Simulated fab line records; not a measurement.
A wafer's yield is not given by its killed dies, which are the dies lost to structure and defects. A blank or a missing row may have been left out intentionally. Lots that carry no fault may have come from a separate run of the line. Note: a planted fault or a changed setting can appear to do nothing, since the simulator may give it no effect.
8D (eight disciplines) problem report, filled in by code	flow n5Finfet	the parts of the form that need people (team, actions taken, sign-off) are left out

## 1. PROBLEM STATEMENT
trenchDepthNm at N5_BEOL_M12_OCD_MEAS_35 reads a mean of 489 nm on 4 wafers of 3 lots; wafers without a fault read 319 nm with a standard deviation of 6.1. Measured from the usual mean, that is +28 standard deviations.
Earliest sighting: wafer L439.5 on ocd-01 at day 13 21:49. The record has a number at this step for 27 wafers belonging to 10 lots. The rule behind "out" and "out of limits": a value lying over 4 standard deviations away from the usual mean. The rest of the wafers with a number are treated as sound.

## 2. WHAT IT IS, AND WHAT IT ISN'T
question	is	is not
which readings at this step	trenchDepthNm	-
which lots	L438, L439, L444	L424, L425, L426, L427, L430, L431, L434
which wafers of those lots	L438.3, L439.5, L444.3, L444.5	L438.1, L439.2
read on which gauges	ocd-01	ocd-02
when	from day 13 21:49	up to then (22 sound wafers); but 1 sound wafer of L438 came after

## 3. THE SUSPECTS, EACH WITH WHAT RULES IT OUT
Counting: any tool at a process step up to the reading remains a suspect provided it ran every lot that is out. Sound lots after the first of them don't rule it out here, since some wafers of a struck lot are sound.
- the gauge at N5_BEOL_M12_OCD_MEAS_35 has been ruled out. All the wafers that are out were read on ocd-01, but those of them that N5_BEOL_M12_THK_MEAS_50 has rows for are out there too, on other tools.
- rieDiel-04 at N5_BEOL_M12_VIA_ETCH_16 (etches SiOC in C4F8/O2/Ar, target depth 724.8 nm): kept. Every lot that is out went through it, the first being L439 (day 13 20:29); the last sound lot it ran before that was L430 (day 11 10:07).
- rieDiel-04 at N5_BEOL_M12_TRENCH_ETCH_34 (etches SiOC in C4F8/O2/Ar, target depth 318.95 nm, time 125.5 s): kept. Every lot that is out went through it, the first being L439 (day 13 21:40); the last sound lot it ran before that was L426 (day 11 04:00).
Left after counting: rieDiel-04 at N5_BEOL_M12_VIA_ETCH_16, rieDiel-04 at N5_BEOL_M12_TRENCH_ETCH_34.

## 4. THE CAUSE (what the simulator had put in)
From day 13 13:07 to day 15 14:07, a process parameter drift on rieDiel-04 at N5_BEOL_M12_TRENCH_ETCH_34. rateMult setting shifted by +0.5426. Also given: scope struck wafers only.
Counting left 2 suspects, and this tool is among them.

## 5. THE EFFECT CHAIN, in route order
Each row: a reading whose mean over the struck wafers that have a number lies more than 3 standard deviations from the usual. Scope: only readings with a usual standard deviation given in the record; hours: median across lots of the time from each lot's start at the first step in this table that gives one to its start at this step; sigmas: change in usual standard deviations.
hours	step	reading	usual	on struck wafers	change	sigmas
0	N5_BEOL_M12_TRENCH_ETCH_34	oesProductAu	0.83 a.u.	1.16	+0.33	+3.4
0	N5_BEOL_M12_OCD_MEAS_35	trenchDepthNm	319 nm	489	+170	+28
3	N5_BEOL_M12_THK_MEAS_50	M12_THK	324 nm	496	+172	+25
3	N5_BEOL_M12_RS_MEAS_54	M12_RS	0.0599 ohm/sq	0.0386	-0.0213	-18
It contains these process steps:
- N5_BEOL_M12_TRENCH_ETCH_34: etches SiOC in C4F8/O2/Ar, target depth 318.95 nm, time 125.5 s.

## 6. HOW IT WOULD HAVE BEEN CAUGHT EARLIER
Counted from the fault's start at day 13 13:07, it took 9 hours until the first out-of-limits reading at a measuring or inspecting step in this record, taken at day 13 21:49.
The tool's own readings at N5_BEOL_M12_TRENCH_ETCH_34 were out on some of the struck wafers (oesProductAu): an alarm limit on them would have fired on those.
Of the lots that are out (3), L438, L444 began N5_BEOL_M12_TRENCH_ETCH_34 on rieDiel-04 after day 13 21:49. A hold on the tool at that time would have spared those 2.
